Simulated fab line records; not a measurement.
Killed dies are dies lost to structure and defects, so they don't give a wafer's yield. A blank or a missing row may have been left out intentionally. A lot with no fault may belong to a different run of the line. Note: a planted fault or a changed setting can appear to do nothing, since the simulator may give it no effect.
A struck lot beside a sound one | flow nandHarc | 15 out of 1302 route steps
Sound: wafers L172.1, L172.3, L172.4. Struck: wafer L179.2. (L179.1, L179.4 of the same lot were not struck and are left out.) The cause comes at the end.
At each step with rows: each side's tool, then ch and its chambers, then its first start. Under that, the readings that differ: sound wafers | struck wafers | difference of the means | sigmas: that difference in standard deviations of wafers without a fault.
alike: readings with means less than 2 such deviations apart, plus words and numbers identical on both sides. not compared: withheld readings, readings lacking a value on some wafer, bounds such as >300 that could conceal the same value, and numbers that have no deviation in the record and whose values overlap.
The two part at a step that has a row with sigmas, a row that says differs or no value, or rows on one side only. Numbers that have no deviation but don't overlap get no sigmas and don't part them. A reading that every wafer of one side lacks parts them only if that side has two wafers or more.

first, 8 steps without rows for these wafers: NHARC_A_M1_HMDS_02 (time 30 s); NHARC_A_M1_COAT_34 (time 65 s); NHARC_A_M1_COAT_03 (resist thk 90 nm); NHARC_A_M1_SOFTBAKE_04 (time 55 s); NHARC_A_M1_EBR_05; NHARC_A_M1_EXPOSE_06 (exposes mask A M1, target cd 120 nm); NHARC_A_M1_PEB_07 (peb time 65 s); NHARC_A_M1_DEVELOP_08 (develop time 35 s).
NHARC_A_M1_CD_MEAS_09: target cd 120 nm.
  sound on cdSem-03 ch 0, day 27 15:37; struck on cdSem-02 ch 0, day 30 14:49
  alike: cdNm
NHARC_A_M1_OVL_MEAS_10: pitch 240 nm.
  sound: overlay-02 at day 27 15:43; struck: overlay-02 at day 30 14:53
  alike: overlayXNm, overlayYNm
NHARC_A_M1_INSPECT_11:
  sound: defectInspect-01 at day 27 15:45; struck: defectInspect-02 at day 30 14:56
  alike: rawDefectCount
NHARC_A_M1_DESCUM_14: chemistry O2, time 3 s.
  sound on rieDiel-02 ch 0,2,3, day 27 15:49; struck on rieDiel-06 ch 3, day 30 14:59
reading             | sound | struck | difference | sigmas
rfHoursCounterH (h) | 2 2 2 | 1      | -1         | 
  alike: chamberPressureMTorr, drypumpMotorCurrentA, oesProductAu, rfVppV, showerheadPlenumPTorr, throttleValvePct
NHARC_A_M1_ETCH_35: etches the open film in N2/H2, target depth 40 nm, overetch 12 nm, time 43.94 s.
  sound on rieDiel-02 ch 0,1,2, day 27 15:54; struck on rieDiel-06 ch 2, day 30 15:05
reading             | sound             | struck | difference | sigmas
oesProductAu (a.u.) | 0.993 1.009 0.994 | 0.866  | -0.133     | -14
rfHoursCounterH (h) | 2 2 2             | 1      | -1         | 
  alike: chamberPressureMTorr, drypumpMotorCurrentA, rfFwdPowerW, rfVppV, showerheadPlenumPTorr, throttleValvePct
NHARC_A_M1_ETCH_15: etches the open film in C4F8/Ar, target depth 182.5 nm, time 91.2 s.
  sound: rieDiel-02 ch 0,1,3; struck: rieDiel-06 ch 1
reading             | sound | struck | difference | sigmas
rfHoursCounterH (h) | 2 2 2 | 1      | -1         | 
  alike: chamberPressureMTorr, oesProductAu, rfFwdPowerW, rfVppV
NHARC_END_SORT_01:
  sound on prober-02 ch 0, day 29 05:38; struck on prober-01 ch 0, day 32 02:15
  alike: defectLimitedYield, killedAtArray, killedAtOther, killedAtPeriphery, killedDies, killedOpen, killedShort

WHERE THEY PART
NHARC_A_M1_ETCH_35 only, going by this record. Later steps at which nothing parts them and some readings are alike: NHARC_A_M1_ETCH_15, NHARC_END_SORT_01.

WHY: what the simulator had put in
rieDiel-06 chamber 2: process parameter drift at NHARC_A_M1_ETCH_35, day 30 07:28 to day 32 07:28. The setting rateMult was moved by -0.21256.
